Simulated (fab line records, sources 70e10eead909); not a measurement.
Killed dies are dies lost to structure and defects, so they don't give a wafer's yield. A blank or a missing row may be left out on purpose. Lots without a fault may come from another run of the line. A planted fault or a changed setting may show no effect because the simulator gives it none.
Which tool did it? | flow nand_harc | 11 lots, 33 wafers sampled, at 1 step of a route of 1159

WHAT THE GAUGES READ, wafer by wafer
NHARC_A_CONTACT_OVL_MEAS_43.
lot  | measured     | on         | overlay_x_nm (nm) | overlay_y_nm (nm)
L700 | day 16 06:31 | overlay-01 | -0.2 -0.2 -0.3    | 1.2 1.7 1.4
L699 | day 16 10:38 | overlay-02 | 1.1 1.0 1.4       | 0.4 0.6 0.9
L701 | day 16 16:44 | overlay-01 | -0.2 0.4 0.2      | 0.5 1.2 0.9
L702 | day 16 17:31 | overlay-01 | 0.1 0.0 0.3       | 0.7 1.0 1.2
L703 | day 17 19:30 | overlay-01 | 0.1 0.2 0.3       | 0.0 -0.3 -0.6
L714 | day 19 21:02 | overlay-02 | 0.1 -0.1 -0.5     | 0.4 0.2 0.5
L715 | day 20 15:12 | overlay-01 | -0.3 -0.4 -0.1    | 0.1 -0.3 0.0
L718 | day 20 16:02 | overlay-02 | 1.1 1.2 1.1       | -0.1 -0.5 -0.7
L716 | day 20 21:41 | overlay-02 | 0.4 0.1 0.6       | -0.5 0.0 0.1
L719 | day 21 12:41 | overlay-02 | 0.3 0.7 0.5       | -1.3 -1.3 -0.9
L717 | day 21 15:22 | overlay-02 | -1.4 -0.6 -0.6    | 0.1 0.9 -0.2

WHICH TOOL RAN EACH LOT (tool, then ch and the chambers of the sampled wafers, then the start)
The record holds no process step before these readings.

WHAT THE TOOLS THEMSELVES READ (means of the sampled wafers that have a number; where no wafer has one, the mark that the record gives instead)
The record holds no such reading with a usual standard deviation.

THE ANSWER, worked out from the rows above alone
Rule: what is usual is taken from the lots themselves. Put in order of their means at a reading, lots are off if they are a third of the lots or fewer, leave a main group of 4 or more, and stand apart from it by a gap of 3 or more times the standard deviation of the main group's means; of several such gaps the widest counts. A main group whose means are all the same, to the digits that the tables above print for the reading, isn't used. A lot without any number at a reading at which 4 lots or more have one is off too. The other lots that the step has rows for count as sound. The gauges are gone through in route order, then the tools' own readings, and for those a lot's mean is taken as printed above. The first step at which some lot is off is used, and at that step the reading that is off furthest; a lot without a number counts as furthest.
No lot is off at any reading shown: from this, nothing can be told.

WHAT THE SIMULATOR HAD PUT IN
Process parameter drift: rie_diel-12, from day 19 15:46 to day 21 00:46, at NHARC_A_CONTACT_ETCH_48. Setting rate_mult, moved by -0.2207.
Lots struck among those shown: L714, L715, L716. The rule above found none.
